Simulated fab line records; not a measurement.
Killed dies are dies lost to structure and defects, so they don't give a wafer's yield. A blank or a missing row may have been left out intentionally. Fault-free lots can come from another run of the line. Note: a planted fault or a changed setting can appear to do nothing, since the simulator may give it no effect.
Lot-split experiment | flow n5 finfet | 39 wafers read from 7 lots, route of 1938 steps

THE SPLIT
At N5_FIN_SAQP_ETCH_34 (etches SiO2 in C4F6/O2, target depth 45 nm, time 15 s), the setting source w was moved away from the recipe's 345 W on 15 of the 39 wafers read, by -15.4% to +18.9%. For the rest of the wafers, this setting stayed at what the recipe calls for.

The reading is taken at the split's own step.

THE READING
rf vpp V, in V, at N5_FIN_SAQP_ETCH_34 (etches SiO2 in C4F6/O2, target depth 45 nm, time 15 s). Typical for fault-free wafers on this fab line: 668 V, with standard deviation 7.4 V.

wafer  | tool, chamber at the split | source w as run, W | against the recipe | rf vpp V, V | against lot-mates on the recipe
L075.1 | rie diel-03, 3             | 303.2              | -12.1%             | 718         | +50
L075.2 | rie diel-03, 2             | 303.2              | -12.1%             | 714         | +46
L075.3 | rie diel-03, 0             | 345                | recipe             | 667         | -
L075.4 | rie diel-03, 1             | 345                | recipe             | 667         | -
L075.5 | rie diel-03, 0             | 345                | recipe             | 669         | -
L075.6 | rie diel-03, 1             | 303.2              | -12.1%             | 711         | +43
L077.1 | rie diel-03, 2             | 373                | +8.1%              | 643         | -26
L077.2 | rie diel-03, 3             | 345                | recipe             | 672         | -
L077.3 | rie diel-03, 1             | 345                | recipe             | 667         | -
L077.4 | rie diel-03, 0             | 373                | +8.1%              | 642         | -27
L077.5 | rie diel-03, 1             | 373                | +8.1%              | 640         | -29
L077.6 | rie diel-03, 0             | 345                | recipe             | 669         | -
L082.1 | rie diel-03, 1             | 345                | recipe             | 664         | -
L082.2 | rie diel-03, 0             | 397.7              | +15.3%             | 622         | -46
L082.3 | rie diel-03, 2             | 345                | recipe             | 668         | -
L082.4 | rie diel-03, 3             | 345                | recipe             | 672         | -
L082.5 | rie diel-03, 1             | 397.7              | +15.3%             | 618         | -50
L082.6 | rie diel-03, 2             | 397.7              | +15.3%             | 622         | -46
L086.1 | rie diel-03, 1             | 345                | recipe             | 665         | -
L086.2 | rie diel-03, 3             | 345                | recipe             | 671         | -
L086.3 | rie diel-03, 2             | 291.8              | -15.4%             | 729         | +60
L086.4 | rie diel-03, 0             | 291.8              | -15.4%             | 726         | +57
L086.5 | rie diel-03, 0             | 345                | recipe             | 670         | -
L086.6 | rie diel-03, 1             | 291.8              | -15.4%             | 726         | +57
L092.2 | rie diel-06, 1             | 345                | recipe             | 678         | -
L092.4 | rie diel-06, 0             | 345                | recipe             | 652         | -
L092.5 | rie diel-06, 1             | 345                | recipe             | 679         | -
L093.1 | rie diel-03, 3             | 345                | recipe             | 671         | -
L093.2 | rie diel-03, 0             | 345                | recipe             | 670         | -
L093.3 | rie diel-03, 1             | 410.2              | +18.9%             | 609         | -60
L093.4 | rie diel-03, 0             | 410.2              | +18.9%             | 611         | -58
L093.5 | rie diel-03, 1             | 345                | recipe             | 666         | -
L093.6 | rie diel-03, 3             | 410.2              | +18.9%             | 614         | -55
L096.1 | rie diel-01, 0             | 345                | recipe             | 668         | -
L096.2 | rie diel-01, 3             | 345                | recipe             | 676         | -
L096.3 | rie diel-01, 2             | 345                | recipe             | 660         | -
L096.4 | rie diel-01, 2             | 345                | recipe             | 657         | -
L096.5 | rie diel-01, 0             | 345                | recipe             | 668         | -
L096.6 | rie diel-01, 3             | 345                | recipe             | 675         | -

THE FIT
A straight line over all 39 wafers: rf vpp V changes by -3.37 V for each +1% of source w; r = -0.98; the points scatter about the line by 5.7 V.
The same after taking each lot's own level away (the mean of its wafers on the recipe; 39 wafers): -3.39 V for each +1%; r = -0.98; scatter 5.6 V.
According to that fit, moving source w by its largest amount changes the reading by 64 V.
Measured against the standard deviation above, the lots' own levels, which go from 667.3 to 669.7 V, span 0.3 times it.
Consequently the slope shifts little with the lot-to-lot level, the two slopes agreeing.
Check: with one of the wafers moved furthest among these (+18.9%) left out of the fit, the line predicts -62.7 V for it against its lot-mates. Against them it came out at -60 V.
Tool readings at the split's step, against how far the setting was moved: etch rf on time s r = -0.93; rf vpp V r = -0.98.

THE WHOLE CHAIN: every reading that the file lists as answering this split, in the file's order
step                | what it does                                          | reading           | change (the file's fit)              | r (the file's)
N5_FIN_SAQP_ETCH_34 | etches SiO2 in C4F6/O2, target depth 45 nm, time 15 s | etch rf on time s | withheld for each +1% of the setting | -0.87
N5_FIN_SAQP_ETCH_34 | etches SiO2 in C4F6/O2, target depth 45 nm, time 15 s | rf vpp V          | -3.37 V for each +1% of the setting  | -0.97

FILE'S OWN FIT
rf vpp V changes by -3.37 V for each +1% of source w, r = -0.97.
